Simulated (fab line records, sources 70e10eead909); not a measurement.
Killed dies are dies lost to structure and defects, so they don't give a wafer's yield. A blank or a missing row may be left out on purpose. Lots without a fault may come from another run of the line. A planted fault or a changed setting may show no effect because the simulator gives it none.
Chamber matching | flow nand_harc | NHARC_A_STAIRCASE_DEP_322 on pecvd-04: 3 sister chambers
The step deposits SiO2, target thk 7200 nm. 6 wafers are shown with their chamber, then 7 later ones without.

WAFERS WITH THEIR CHAMBER
wafer  | chamber | heater_power_w (W)
L924.4 | 0       | 813
L925.2 | 2       | 712
L925.4 | 1       | 606
L925.6 | 2       | 618
L926.1 | 0       | 1012
L926.2 | 1       | 617

WAFERS WITHOUT THEIR CHAMBER
wafer  | heater_power_w (W)
L926.5 | 589
L928.1 | 817
L928.2 | 741
L928.6 | 620
L930.1 | 855
L930.3 | 626
L930.5 | 826

WHICH CHAMBER EACH WENT THROUGH
wafer  | from the rows above          | in truth
L926.5 | can't be placed: 1 or 2      | 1
L928.1 | can't be placed: 0 or 2 or 1 | 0
L928.2 | can't be placed: 2 or 1 or 0 | 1
L928.6 | can't be placed: 1 or 2      | 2
L930.1 | can't be placed: 0 or 2      | 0
L930.3 | can't be placed: 1 or 2      | 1
L930.5 | can't be placed: 0 or 2 or 1 | 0
Placed correctly: 0 of 7. Can't be placed from these rows: 7 (the true chamber is among the candidates in 7). Placed wrongly: 0.
How it was worked out, from the rows above alone: a wafer's distance from a chamber is the root of the sum, over the readings, of the square of ((its reading less the chamber's mean) divided by the reading's scatter). The wafer belongs to the nearest chamber; if the next one is less than 2 further off, it can't be placed. A chamber's mean is the mean of its shown wafers. The scatter: the root of (the sum of the squares of (reading less its chamber's mean) over the shown wafers, divided by (wafers less chambers)).
